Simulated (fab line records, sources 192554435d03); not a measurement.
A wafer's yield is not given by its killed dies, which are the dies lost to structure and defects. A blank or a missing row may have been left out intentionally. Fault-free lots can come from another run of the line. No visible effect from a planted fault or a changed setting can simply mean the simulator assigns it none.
fab line records    flow n5_finfet
[record] lots = 7  wafers = 21
route steps=1938 shown SDB@353 HKMG_FIN@421 BEOL_M0_SAQP@641 BEOL_M0@721 BEOL_M3@938 BEOL_M5@1154 BEOL_M6@1197
start_h: start of the lot's first displayed wafer, in hours after the record's first day    wait_h: hours elapsed since this lot's preceding step    " same as the row above    L1.1+2: a single row standing in for several wafers    - value missing, or start not given    * or withheld: withheld    < > ~ a bound
route shown NAME@n: NAME is a module with steps in the file, n the number in the route of the first one    usual: mean/standard deviation taken from wafers without a fault    same: alike in all rows    chamber/n: place in a boat    sites: the reading at each site    _std_site: the standard deviation of these    _edge_site: inner sites' mean taken away from outer sites' mean    radius_mm: for every site, how far away it sits from the centre of the wafer    mask NAME#n: copy n    behind: the last tool/chamber to shape the wafer    hold: why the lot was held/for how many hours/how that ended    device: transistor that didn't switch, given as n, p or np    end of line: the tests these same wafers got at the end of their route    step lacking rows: just its recipe    killed: dies lost to structure and defects at the first sort, not the wafer's yield    map: the dies of a wafer, with x for killed, . for not killed, _ for no die there
set.NAME: the setting as run; set.NAME@STEP: as run at that earlier step    model.NAME: the simulator's own value behind a step, which no gauge read
lots run with intentionally changed settings; tables by step, rows by wafer
[[steps]]
[step N5_SDB_EXPOSE_08]
[recipe] mask_id = SDB  na = 1.35  source_shape = conventional  sigma_outer = 0.5  polarization = unpolarized  dose_mj = 49.6
lot.wafer   tool             chamber  start_h  wait_h  mask   set.dose_mj
L078.1+2+5  arfi_scanner-03  0        88.39    -       SDB#0  49.6
L080.2+3+4  arfi_scanner-03  0        105.20   -       SDB#0  49.6
L081.1      arfi_scanner-02  0        108.38   -       SDB#0  49.6
L081.2+4    "                0        "        "       SDB#0  53.29
L082.1+5    arfi_scanner-02  0        113.23   -       SDB#0  49.6
L082.2      "                0        "        "       SDB#0  47.58
L087.2+4    arfi_scanner-03  0        151.15   -       SDB#0  49.6
L087.5      "                0        "        "       SDB#0  52.71
L089.2      arfi_scanner-02  0        158.36   -       SDB#0  51.78
L089.3+5    "                0        "        "       SDB#0  49.6
L094.1+2    arfi_scanner-03  0        187.59   -       SDB#0  53.03
L094.6      "                0        "        "       SDB#0  49.6
[step N5_SDB_PEB_09]
[recipe] peb_temp_c = withheld  peb_time_s = 60  resist = CAR-ArF
[step N5_SDB_DEVELOP_10]
[recipe] develop_time_s = 30  developer = TMAH  resist = CAR-ArF  rinse_liquid = diw  dry = air_spin  dev_temp_c = 23
[step N5_SDB_CD_MEAS_11]
[recipe] target_cd_nm = 50  landing_energy_ev = 500  detector = se_inlens  polarity = opening
[usual] cd_nm = 49.7/1.1
lot.wafer  tool       chamber  start_h  wait_h  set.dose_mj@SDB_EXPOSE_08  cd_nm
L078.1     cd_sem-03  0        88.51    -       49.6                       49.3
L078.2     "          0        "        "       49.6                       50.1
L078.5     "          0        "        "       49.6                       50.2
L080.2     cd_sem-01  0        105.32   -       49.6                       49.6
L080.3     "          0        "        "       49.6                       47.8
L080.4     "          0        "        "       49.6                       48.9
L081.1     cd_sem-02  0        108.50   -       49.6                       49.5
L081.2     "          0        "        "       53.29                      57.8
L081.4     "          0        "        "       53.29                      57.9
L082.1     cd_sem-02  0        113.36   -       49.6                       49.5
L082.2     "          0        "        "       47.58                      45.3
L082.5     "          0        "        "       49.6                       48.2
L087.2     cd_sem-03  0        151.27   -       49.6                       48.4
L087.4     "          0        "        "       49.6                       50.5
L087.5     "          0        "        "       52.71                      58.7
L089.2     cd_sem-01  0        158.48   -       51.78                      54.7
L089.3     "          0        "        "       49.6                       51.0
L089.5     "          0        "        "       49.6                       51.2
L094.1     cd_sem-03  0        187.72   -       53.03                      58.0
L094.2     "          0        "        "       53.03                      58.0
L094.6     "          0        "        "       49.6                       50.7
[step N5_HKMG_FIN_PWFM_ALD_03]
[recipe] material = TiN  target_thk_a = 20  temp_c = 400  ald_precursor_family = TiCl4  ald_co_reactant = NH3  pulse_time_s = 1  purge_time_s = 3  co_reactant_purge_time_s = 2  co_reactant_pulse_time_s = 2  ald_cycles = 91  pressure_torr = 3
lot.wafer   tool          chamber  start_h  wait_h  set.ald_cycles  model.TiN_of_HKMG_FIN_PWFM_ALD_03.thk_nm
L078.1+2+5  ald_metal-04  3,1,3    98.10    0.0     91              2
L080.2+3    ald_metal-01  2,0      116.08   0.0     105             2.4
L080.4      "             3        "        "       91              2
L081.1+2    ald_metal-04  0,3      118.54   0.0     101             2.2
L081.4      "             1        "        "       91              2
L082.1+2+5  ald_metal-02  0,2,0    124.17   0.0     91              2
L087.2+4+5  ald_metal-02  1,3,2    159.61   0.0     91              2
L089.2+5    ald_metal-04  2,1      166.52   0.0     84              1.8
L089.3      "             3        "        "       91              2
L094.1      ald_metal-01  3        197.28   0.0     96              2
L094.2      "             0        "        "       96              2.2
L094.6      "             0        "        "       91              2
[step N5_HKMG_FIN_COAT_06]
[recipe] resist = CAR-ArF  spin_rpm = 1500  resist_thk_nm = 90
lot.wafer   tool            chamber  start_h  wait_h  set.spin_rpm  model.CAR-ArF_of_HKMG_FIN_COAT_06.thk_nm
L078.1+2+5  litho_track-01  0        -        -       1500          89.6
L080.2+3    litho_track-05  0        -        -       1500          90
L080.4      "               0        "        "       1500          90.2
L081.1      litho_track-05  0        -        -       1500          90
L081.2+4    "               0        "        "       1411          92.8
L082.1      litho_track-01  0        -        -       1500          90.2
L082.2      "               0        "        "       1443          92
L082.5      "               0        "        "       1443          92.2
L087.2+5    litho_track-01  0        -        -       1352          95
L087.4      "               0        "        "       1500          90.4
L089.2+5    litho_track-05  0        -        -       1500          90.6
L089.3      "               0        "        "       1500          90.2
L094.1      litho_track-05  0        -        -       1361          94.6
L094.2      "               0        "        "       1500          90
L094.6      "               0        "        "       1361          94.4
[step N5_HKMG_FIN_EBR_08]
[recipe] solvent = PGMEA  ebr_width_mm = 1.5
[step N5_HKMG_FIN_SOFTBAKE_07]
[recipe] temp_c = 110  time_s = 60  resist = CAR-ArF
[step N5_HKMG_FIN_DESCUM_17]
[recipe] chemistry = O2  time_s = 7.9  source_power_w = 50  bias_power_w = 20  pressure_mtorr = 20  rf_frequency_hz = 2.712e+07  temp_c = 40  resist = CAR-ArF  o2_flow_sccm = 225
lot.wafer   tool         chamber  start_h  wait_h  set.spin_rpm@HKMG_FIN_COAT_06  model.CAR-ArF_of_HKMG_FIN_COAT_06.thk_nm
L078.1+2+5  rie_diel-06  2,1,0    100.81   1.0     1500                           83
L080.2+3    rie_diel-06  2,0      117.31   0.5     1500                           83.4
L080.4      "            1        "        "       1500                           83.6
L081.1      rie_diel-01  0        119.94   0.6     1500                           83.4
L081.2+4    "            2        "        "       1411                           86.2
L082.1      rie_diel-02  0        125.42   0.4     1500                           83.6
L082.2+5    "            2,3      "        "       1443                           85.6
L087.2      rie_diel-01  2        160.54   0.0     1352                           88.6
L087.4      "            3        "        "       1500                           83.8
L087.5      "            2        "        "       1352                           88.4
L089.2      rie_diel-01  0        167.44   0.0     1500                           84.2
L089.3      "            1        "        "       1500                           83.6
L089.5      "            3        "        "       1500                           84
L094.1+6    rie_diel-01  0        198.21   0.0     1361                           88
L094.2      "            3        "        "       1500                           83.4
[step N5_BEOL_M0_SAQP_COAT_81]
[recipe] resist = SOC  temp_c = 250  time_s = 60  spin_rpm = 1500  resist_thk_nm = 100
lot.wafer  tool            chamber  start_h  wait_h  set.spin_rpm  model.SOC_of_BEOL_M0_SAQP_COAT_81.thk_nm
L078.1     litho_track-04  0        137.02   0.1     1500          99.8
L078.2     "               0        "        "       1500          100.2
L078.5     "               0        "        "       1500          100
L080.2+3   litho_track-01  0        149.32   0.1     1500          99.6
L080.4     "               0        "        "       1668          94.4
L081.1     litho_track-04  0        151.84   0.1     1500          100.2
L081.2+4   "               0        "        "       1388          104.2
L082.1     litho_track-01  0        156.10   0.1     1397          103.6
L082.2     "               0        "        "       1397          104
L082.5     "               0        "        "       1500          100.2
L087.2     litho_track-01  0        196.69   0.1     1654          95
L087.4+5   "               0        "        "       1500          99.8
L089.2+5   litho_track-04  0        200.51   0.1     1500          100.6
L089.3     "               0        "        "       1500          100.2
L094.1     litho_track-04  0        229.24   0.1     1642          95.8
L094.2+6   "               0        "        "       1500          100.2
[step N5_BEOL_M0_SAQP_DEVELOP_13]
[recipe] develop_time_s = 30  developer = TMAH  resist = CAR-ArF  dev_temp_c = 23  rinse_liquid = diw  dry = air_spin
lot.wafer   tool            chamber  start_h  wait_h  set.develop_time_s
L078.1+2+5  litho_track-01  0        -        -       30
L080.2+3    litho_track-04  0        -        -       35.76
L080.4      "               0        "        "       30
L081.1+4    litho_track-03  0        -        -       30
L081.2      "               0        "        "       36.67
L082.1+2+5  litho_track-03  0        -        -       30
L087.2+5    litho_track-03  0        -        -       33.59
L087.4      "               0        "        "       30
L089.2+3    litho_track-03  0        -        -       35.1
L089.5      "               0        "        "       30
L094.1+6    litho_track-01  0        -        -       33.5
L094.2      "               0        "        "       30
[step N5_BEOL_M0_SAQP_DESCUM_19]
[recipe] chemistry = O2  time_s = 7.9  source_power_w = 50  bias_power_w = 20  pressure_mtorr = 20  rf_frequency_hz = 2.712e+07  temp_c = 40  resist = CAR-ArF  o2_flow_sccm = 225
[step N5_BEOL_M0_SAQP_ETCH_83]
[recipe] chemistry = CF4  target = SiARC  target_depth_a = 390  mask_material = CAR-ArF  time_s = 65  ion_energy_ev = 80  pressure_mtorr = 40  source_w = 545  bias_w = 36  Ar_flow_sccm = 100  cf4_flow_sccm = 100  ends = cleared
[step N5_BEOL_M0_SAQP_ETCH_84]
[recipe] chemistry = N2/H2  target = SOC  target_depth_a = 1000  overetch_a = 200  mask_material = SiARC  temp_c = 40  time_s = 150  ion_energy_ev = 200  pressure_mtorr = 30  source_w = 840  bias_w = 150  n2_flow_sccm = 200  h2_flow_sccm = 200
lot.wafer  tool         chamber  start_h  wait_h  set.spin_rpm@BEOL_M0_SAQP_COAT_81  model.etch.depth_nm
L078.1     rie_diel-05  1        137.56   0.0     1500                               99.75
L078.2+5   "            0        "        "       1500                               100.1
L080.2     rie_diel-04  2        149.99   0.0     1500                               99.68
L080.3     "            1        "        "       1500                               99.56
L080.4     "            3        "        "       1668                               94.37
L081.1     rie_diel-05  0        152.39   0.0     1500                               100.3
L081.2     "            2        "        "       1388                               104.3
L081.4     "            3        "        "       1388                               104.2
L082.1     rie_diel-03  0        156.64   0.0     1397                               103.6
L082.2     "            3        "        "       1397                               103.9
L082.5     "            1        "        "       1500                               100.2
L087.2     rie_diel-03  0        197.14   0.0     1654                               95.05
L087.4     "            0        "        "       1500                               99.88
L087.5     "            3        "        "       1500                               99.72
L089.2+5   rie_diel-03  3,1      201.59   0.0     1500                               100.5
L089.3     "            1        "        "       1500                               100.1
L094.1     rie_diel-04  1        229.78   0.0     1642                               95.75
L094.2     "            3        "        "       1500                               100.2
L094.6     "            0        "        "       1500                               100.3
[step N5_BEOL_M0_SAQP_STRIP_80]
[recipe] chemistry = N2/H2  temp_c = 40  n2_flow_sccm = 200  h2_flow_sccm = 200  rf_frequency_hz = 6e+07
[step N5_BEOL_M0_SAQP_HM_OPEN_112]
[recipe] chemistry = CHF3/O2  target = SiO2  stop_on = a-Si  target_depth_a = 120  over_etch_frac = 1.25  mask_material = SOC  time_s = 13.5  pressure_mtorr = 30  source_w = 650  bias_w = 170  Ar_flow_sccm = 200  CHF3_flow_sccm = 50  O2_flow_sccm = 5  ion_energy_ev = 200  ends = end_point
[step N5_BEOL_M0_SAQP_STRIP_113]
[recipe] chemistry = CHF3/O2  resist = SiARC  rf_frequency_hz = 6e+07
[step N5_BEOL_M0_SAQP_MANDREL_ETCH_20]
[recipe] target_depth_a = 600  chemistry = HBr/Cl2  target = a-Si  stop_on = SiNx  bt_time_s = 10  mask_material = SOC  over_etch_frac = 0.5  time_s = 30  pressure_mtorr = 10  icp_w = 800  bias_w = 75  HBr_flow_sccm = 150  Cl2_flow_sccm = 80  ends = end_point
lot.wafer  tool       chamber  start_h  wait_h  set.spin_rpm@BEOL_M0_SAQP_COAT_81  model.SOC_of_BEOL_M0_SAQP_COAT_81.thk_nm
L078.1     rie_si-04  0        137.75   0.0     1500                               76
L078.2+5   "          1        "        "       1500                               76.6
L080.2     rie_si-04  3        150.18   0.0     1500                               74.8
L080.3     "          2        "        "       1500                               75.8
L080.4     "          0        "        "       1668                               70.4
L081.1     rie_si-01  1        152.58   0.0     1500                               76
L081.2     "          2        "        "       1388                               79.6
L081.4     "          0        "        "       1388                               79.4
L082.1     rie_si-01  2        156.83   0.0     1397                               79
L082.2     "          3        "        "       1397                               80
L082.5     "          2        "        "       1500                               75.4
L087.2     rie_si-01  3        197.33   0.0     1654                               71.4
L087.4     "          1        "        "       1500                               75.8
L087.5     "          2        "        "       1500                               76
L089.2     rie_si-01  3        201.78   0.0     1500                               76.8
L089.3     "          0        "        "       1500                               76
L089.5     "          2        "        "       1500                               76.2
L094.1     rie_si-04  2        229.97   0.0     1642                               71.8
L094.2     "          3        "        "       1500                               75.2
L094.6     "          0        "        "       1500                               76.4
[step N5_BEOL_M0_TRENCH_ETCH_107]
[recipe] chemistry = C4F6/O2  target_depth_a = 328  target = SiOC  time_s = 16.4  ion_energy_ev = 250  pressure_mtorr = 30  source_w = 355  bias_w = 185  Ar_flow_sccm = 300  C4F6_flow_sccm = 10  O2_flow_sccm = 10
lot.wafer  tool         chamber  start_h  wait_h  set.target_depth_a  model.BEOL_M0.feature_depth_nm
L078.1     rie_diel-06  2        144.53   0.0     328                 32.6
L078.2     "            1        "        "       328                 32.4
L078.5     "            2        "        "       328                 32.8
L081.1     rie_diel-01  0        161.62   0.0     296.9               29
L081.2     "            3        "        "       296.9               30.4
L081.4     "            0        "        "       296.9               28.8
L080.2     rie_diel-02  2        162.17   0.0     300.4               30.2
L080.3     "            1        "        "       328                 32
L080.4     "            2        "        "       328                 33
L082.1     rie_diel-06  1        163.93   0.0     328                 32.6
L082.2+5   "            0        "        "       328                 32.8
L087.2     rie_diel-01  2        203.68   0.0     328                 32.8
L087.4     "            1        "        "       328                 33.6
L087.5     "            2        "        "       306.5               30.8
L089.2     rie_diel-02  0        212.83   0.0     328                 32.2
L089.3     "            2        "        "       299.3               30
L089.5     "            2        "        "       299.3               29.8
L094.1     rie_diel-06  3        239.05   0.0     328                 33.6
L094.2     "            1        "        "       315.2               31.2
L094.6     "            1        "        "       328                 32.4
[step N5_BEOL_M0_STRIP_142]
[recipe] chemistry = N2/H2  time_s = 10  power_w = 450  temp_c = 40  pressure_mtorr = 20  rf_frequency_hz = 6e+07  bias_power_w = 7  n2_flow_sccm = 200  h2_flow_sccm = 200
[step N5_BEOL_M0_OCD_MEAS_108]
[usual] trench_depth_nm = 32.7/0.63
lot.wafer  tool    chamber  start_h  wait_h  set.target_depth_a@BEOL_M0_TRENCH_ETCH_107  trench_depth_nm
L078.1     ocd-02  -        144.63   0.1     328                                         32.4
L078.2     "       -        "        "       328                                         32.6
L078.5     "       -        "        "       328                                         33.2
L081.1     ocd-01  -        161.72   0.1     296.9                                       29.0
L081.2     "       -        "        "       296.9                                       30.1
L081.4     "       -        "        "       296.9                                       28.8
L080.2     ocd-01  -        162.28   0.1     300.4                                       30.7
L080.3     "       -        "        "       328                                         32.2
L080.4     "       -        "        "       328                                         32.6
L082.1     ocd-02  -        164.04   0.1     328                                         33.0
L082.2     "       -        "        "       328                                         33.2
L082.5     "       -        "        "       328                                         32.8
L087.2     ocd-01  -        203.79   0.1     328                                         33.1
L087.4     "       -        "        "       328                                         34.3
L087.5     "       -        "        "       306.5                                       31.1
L089.2     ocd-02  -        212.94   0.1     328                                         32.2
L089.3     "       -        "        "       299.3                                       30.2
L089.5     "       -        "        "       299.3                                       29.6
L094.1     ocd-01  -        239.16   0.1     328                                         33.3
L094.2     "       -        "        "       315.2                                       31.4
L094.6     "       -        "        "       328                                         32.8
[step N5_BEOL_M3_COAT_05]
[recipe] resist = CAR-EUV  spin_rpm = 1500  resist_thk_nm = 30
lot.wafer   tool            chamber  start_h  wait_h  set.spin_rpm  model.CAR-EUV_of_BEOL_M3_COAT_05.thk_nm
L078.1+2+5  litho_track-02  0        -        -       1500          30
L080.2+3+4  litho_track-03  0        -        -       1500          30
L081.1+2+4  litho_track-03  0        -        -       1500          30
L082.1+5    litho_track-03  0        -        -       1500          30
L082.2      "               0        "        "       1500          30.2
L087.2      litho_track-02  0        -        -       1500          29.8
L087.4+5    "               0        "        "       1601          29
L089.2      litho_track-03  0        -        -       1500          30
L089.3      "               0        "        "       1451          30.4
L089.5      "               0        "        "       1451          30.6
L094.1      litho_track-02  0        -        -       1360          31.6
L094.2+6    "               0        "        "       1500          30
[step N5_BEOL_M3_EBR_07]
[recipe] solvent = PGMEA  ebr_width_mm = 1.5
[step N5_BEOL_M3_SOFTBAKE_06]
[recipe] temp_c = 110  time_s = 60  resist = CAR-EUV
[step N5_BEOL_M3_DESCUM_16]
[recipe] chemistry = O2  time_s = 7  source_power_w = 50  bias_power_w = 20  pressure_mtorr = 20  rf_frequency_hz = 2.712e+07  temp_c = 40  resist = CAR-EUV  o2_flow_sccm = 225
lot.wafer   tool         chamber  start_h  wait_h  set.spin_rpm@BEOL_M3_COAT_05  model.CAR-EUV_of_BEOL_M3_COAT_05.thk_nm
L078.1+2+5  rie_diel-05  3,1,0    175.29   0.0     1500                          26.2
L080.2+4    rie_diel-04  0,3      191.87   0.0     1500                          26.2
L080.3      "            1        "        "       1500                          26
L081.1+2    rie_diel-03  0,3      196.52   0.0     1500                          26
L081.4      "            1        "        "       1500                          26.2
L082.1      rie_diel-05  0        196.98   0.0     1500                          26
L082.2+5    "            2        "        "       1500                          26.2
L087.2      rie_diel-04  0        233.98   0.0     1500                          26
L087.4+5    "            0,1      "        "       1601                          25
L089.2      rie_diel-05  1        240.36   0.0     1500                          26.2
L089.3+5    "            0,1      "        "       1451                          26.6
L094.1      rie_diel-03  0        276.60   0.0     1360                          27.8
L094.2      "            3        "        "       1500                          26
L094.6      "            3        "        "       1500                          26.2
[step N5_BEOL_M3_ETCH_74]
[recipe] chemistry = N2/H2  target = underlayer  target_depth_a = 65  mask_material = CAR-EUV  time_s = 5.2  ion_energy_ev = 200  pressure_mtorr = 30  source_w = 840  bias_w = 150  n2_flow_sccm = 200  h2_flow_sccm = 200  ends = cleared
lot.wafer   tool         chamber  start_h  wait_h  set.spin_rpm@BEOL_M3_COAT_05  model.CAR-EUV_of_BEOL_M3_COAT_05.thk_nm
L078.1+2+5  rie_diel-05  3,1,0    175.32   0.0     1500                          20.4
L080.2+4    rie_diel-04  0,3      191.91   0.0     1500                          20.4
L080.3      "            1        "        "       1500                          20.2
L081.1+2+4  rie_diel-03  0,3,1    196.55   0.0     1500                          20.4
L082.1+2+5  rie_diel-05  0,2,2    197.01   0.0     1500                          20.4
L087.2      rie_diel-04  0        234.02   0.0     1500                          20.2
L087.4      "            0        "        "       1601                          19.4
L087.5      "            1        "        "       1601                          19.2
L089.2      rie_diel-05  1        240.39   0.0     1500                          20.4
L089.3+5    "            0,1      "        "       1451                          20.8
L094.1      rie_diel-03  0        276.64   0.0     1360                          22
L094.2+6    "            3        "        "       1500                          20.4
[step N5_BEOL_M3_ETCH_64]
[recipe] chemistry = N2/H2  target = SOC  target_depth_a = 750  overetch_a = 150  mask_material = SiARC  temp_c = 40  time_s = 112.5  ion_energy_ev = 200  pressure_mtorr = 30  source_w = 840  bias_w = 150  n2_flow_sccm = 200  h2_flow_sccm = 200
lot.wafer  tool         chamber  start_h  wait_h  set.time_s  model.BEOL_M3.cd_offset_nm
L078.1     rie_diel-05  3        175.37   0.0     112.5       0
L078.2+5   "            1,0      "        "       112.5       0.2
L080.2     rie_diel-04  0        191.95   0.0     112.5       0
L080.3     "            1        "        "       89.97       -1
L080.4     "            3        "        "       112.5       -0.2
L081.1     rie_diel-03  0        196.60   0.0     102.4       -0.2
L081.2     "            3        "        "       112.5       0
L081.4     "            1        "        "       102.4       -0.4
L082.1     rie_diel-05  0        197.06   0.0     112.5       0
L082.2+5   "            2        "        "       112.5       0.2
L087.2+4   rie_diel-04  0        234.06   0.0     112.5       0
L087.5     "            1        "        "       112.5       -0.4
L089.2     rie_diel-05  1        240.44   0.0     112.5       0
L089.3     "            0        "        "       112.5       -0.2
L089.5     "            1        "        "       93.11       -0.6
L094.1     rie_diel-03  0        276.68   0.0     126         0.2
L094.2     "            3        "        "       126         0.4
L094.6     "            3        "        "       112.5       0
[step N5_BEOL_M5_ETCH_68]
[recipe] chemistry = N2/H2  target = SOC  target_depth_a = 800  overetch_a = 160  mask_material = SiARC  temp_c = 40  time_s = 120  ion_energy_ev = 200  pressure_mtorr = 30  source_w = 840  bias_w = 150  n2_flow_sccm = 200  h2_flow_sccm = 200
lot.wafer  tool         chamber  start_h  wait_h  set.time_s  model.SiARC_of_BEOL_M5_COAT_66.thk_nm
L078.1+5   rie_diel-04  3,1      202.06   0.0     120         6.6
L078.2     "            2        "        "       120         6.2
L081.1     rie_diel-04  3        219.74   0.0     120         6.6
L081.2+4   "            0,2      "        "       140.4       5.2
L080.2     rie_diel-03  3        222.47   0.0     120         6
L080.3     "            1        "        "       120         6.4
L080.4     "            0        "        "       120         6.6
L082.1     rie_diel-04  3        228.09   0.0     120         6.6
L082.2     "            0        "        "       97.29       7.2
L082.5     "            3        "        "       97.29       7.6
L087.2+5   rie_diel-05  0        261.50   0.0     120         6.4
L087.4     "            2        "        "       120         6.8
L089.2     rie_diel-05  0        275.49   0.0     134.7       5.8
L089.3     "            3        "        "       134.7       5.6
L089.5     "            3        "        "       120         6.4
L094.1     rie_diel-05  2        309.97   0.0     103.8       7.4
L094.2     "            1        "        "       120         6.8
L094.6     "            0        "        "       120         6.4
[step N5_BEOL_M6_PECVD_70]
[recipe] material = SiO2  target_thk_a = 200  temp_c = 400  precursor = TEOS/O2  pressure_torr = 5.5  rf_w = 450  teos_flow_sccm = 53.8  gas = O2  flow_sccm = 3000  time_s = 22.7
lot.wafer  tool      chamber  start_h  wait_h  set.time_s  model.SiO2_of_BEOL_M6_PECVD_70.thk_nm
L078.1+2   pecvd-03  1,2      209.80   0.0     22.7        19.8
L078.5     "         2        "        "       22.7        20
L081.1     pecvd-02  0        228.99   0.0     22.7        20
L081.2     "         1        "        "       25.67       22.4
L081.4     "         1        "        "       22.7        20.4
L080.2     pecvd-02  0        230.88   0.0     24.82       21.6
L080.3     "         2        "        "       24.82       22
L080.4     "         1        "        "       22.7        20
L082.1+2   pecvd-02  0,1      236.21   0.0     22.7        19.6
L082.5     "         1        "        "       22.7        19.8
L087.2     pecvd-03  1        270.08   0.0     22.7        20
L087.4     "         1        "        "       24.97       22.2
L087.5     "         1        "        "       24.97       22.4
L089.2+3   pecvd-04  2,1      283.11   0.0     24.04       21
L089.5     "         1        "        "       22.7        20.2
L094.1     pecvd-02  0        317.87   0.0     25.07       22.2
L094.2     "         2        "        "       25.07       22
L094.6     "         2        "        "       22.7        20.4
[[key]]
[split] step = N5_SDB_EXPOSE_08  setting = dose_mj  stated = 49.6  by = wafer
[response] step = N5_SDB_CD_MEAS_11  reading = cd_nm  change = +1.13  per = 1%  r = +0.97
[split] step = N5_HKMG_FIN_PWFM_ALD_03  setting = ald_cycles  stated = 91  by = wafer
[response] step = N5_HKMG_FIN_PWFM_ALD_03  reading = model.TiN_of_HKMG_FIN_PWFM_ALD_03.thk_nm  change = +0.0234  per = 1%  r = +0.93
[split] step = N5_HKMG_FIN_COAT_06  setting = spin_rpm  stated = 1500  by = wafer
[response] step = N5_HKMG_FIN_COAT_06  reading = model.CAR-ArF_of_HKMG_FIN_COAT_06.thk_nm  change = -0.476  per = 1%  r = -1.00
[response] step = N5_HKMG_FIN_DESCUM_17  reading = model.CAR-ArF_of_HKMG_FIN_COAT_06.thk_nm  change = -0.486  per = 1%  r = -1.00
[split] step = N5_BEOL_M0_SAQP_COAT_81  setting = spin_rpm  stated = 1500  by = wafer
[response] step = N5_BEOL_M0_SAQP_COAT_81  reading = model.SOC_of_BEOL_M0_SAQP_COAT_81.thk_nm  change = -0.481  per = 1%  r = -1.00
[response] step = N5_BEOL_M0_SAQP_ETCH_84  reading = model.etch.depth_nm  change = -0.483  per = 1%  r = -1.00
[response] step = N5_BEOL_M0_SAQP_MANDREL_ETCH_20  reading = model.SOC_of_BEOL_M0_SAQP_COAT_81.thk_nm  change = -0.456  per = 1%  r = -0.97
[split] step = N5_BEOL_M0_SAQP_DEVELOP_13  setting = develop_time_s  stated = 30  by = wafer
response none clear
[split] step = N5_BEOL_M0_TRENCH_ETCH_107  setting = target_depth_a  stated = 328  by = wafer
[response] step = N5_BEOL_M0_TRENCH_ETCH_107  reading = model.BEOL_M0.feature_depth_nm  change = +0.303  per = 1%  r = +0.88
[response] step = N5_BEOL_M0_OCD_MEAS_108  reading = trench_depth_nm  change = +0.283  per = 1%  r = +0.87
[split] step = N5_BEOL_M3_COAT_05  setting = spin_rpm  stated = 1500  by = wafer
[response] step = N5_BEOL_M3_COAT_05  reading = model.CAR-EUV_of_BEOL_M3_COAT_05.thk_nm  change = -0.153  per = 1%  r = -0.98
[response] step = N5_BEOL_M3_DESCUM_16  reading = model.CAR-EUV_of_BEOL_M3_COAT_05.thk_nm  change = -0.167  per = 1%  r = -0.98
[response] step = N5_BEOL_M3_ETCH_74  reading = model.CAR-EUV_of_BEOL_M3_COAT_05.thk_nm  change = -0.156  per = 1%  r = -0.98
[split] step = N5_BEOL_M3_ETCH_64  setting = time_s  stated = 112.5  by = wafer
[response] step = N5_BEOL_M3_ETCH_64  reading = model.BEOL_M3.cd_offset_nm  change = +0.0357  per = 1%  r = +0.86
[split] step = N5_BEOL_M5_ETCH_68  setting = time_s  stated = 120  by = wafer
[response] step = N5_BEOL_M5_ETCH_68  reading = model.SiARC_of_BEOL_M5_COAT_66.thk_nm  change = -0.0595  per = 1%  r = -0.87
[split] step = N5_BEOL_M6_PECVD_70  setting = time_s  stated = 22.7  by = wafer
[response] step = N5_BEOL_M6_PECVD_70  reading = model.SiO2_of_BEOL_M6_PECVD_70.thk_nm  change = +0.181  per = 1%  r = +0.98
